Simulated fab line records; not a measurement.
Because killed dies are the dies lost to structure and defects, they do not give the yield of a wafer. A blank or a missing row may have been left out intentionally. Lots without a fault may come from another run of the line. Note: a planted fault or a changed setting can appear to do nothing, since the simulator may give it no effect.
Matching of chambers	flow n5 finfet	cvd co-02 running N5_BEOL_M1_CO_CAP_55: 3 sister chambers
The step material Co, precursor CCTBA/H2, target thk 2 nm, time 102.1 s. 39 wafers are shown with their chamber, then 12 later ones without.

## WAFERS, EACH WITH ITS CHAMBER
wafer	chamber	heater power w (W)
L074.1	0	235
L074.2	1	306
L074.3	2	197
L074.4	0	231
L074.5	2	199
L074.6	1	302
L076.2	0	238
L076.3	2	194
L076.4	1	298
L077.1	0	237
L077.2	1	305
L077.4	2	199
L080.3	1	309
L080.4	2	197
L080.5	1	304
L083.2	2	194
L083.5	1	301
L083.6	0	232
L085.2	1	296
L085.5	1	303
L085.6	0	234
L087.1	0	232
L087.5	2	199
L087.6	1	313
L090.1	0	233
L090.2	2	199
L090.3	1	306
L090.4	2	199
L090.5	1	305
L090.6	0	231
L089.1	2	198
L089.4	1	306
L089.5	2	204
L091.1	2	200
L091.2	1	303
L091.3	0	231
L091.4	0	237
L091.5	1	306
L091.6	2	200

SIGNATURES (averages over the wafers above)
reading	chamber 0	chamber 1	chamber 2	scatter within a chamber
heater power w	233.73	304.20	198.38	3.29
Rule: a wafer's distance from a chamber is the root of the sum, over the readings, of the square of ((its reading less the chamber's mean) divided by the reading's scatter). If the next closest chamber is less than 2 further off than the closest, the wafer can't be placed; otherwise it belongs to the closest. The scatter is the square root of a quotient: the sum, over the shown wafers, of each reading's squared deviation from its chamber's mean, divided by wafers minus chambers.

## WAFERS WITH NO CHAMBER GIVEN
wafer	heater power w (W)
L092.1	306
L092.2	238
L092.3	199
L092.4	239
L092.5	202
L092.6	301
L093.3	306
L093.4	232
L093.6	197
L095.2	237
L095.3	205
L095.4	229

## WHICH CHAMBER EACH ONE RAN IN
wafer	from the rows above	in truth
L092.1	1	1
L092.2	0	0
L092.3	2	2
L092.4	0	0
L092.5	2	2
L092.6	1	1
L093.3	1	1
L093.4	0	0
L093.6	2	2
L095.2	0	0
L095.3	2	2
L095.4	0	0
12 of 12 placed correctly. Can't be placed from these rows: 0. Number placed wrongly: 0.
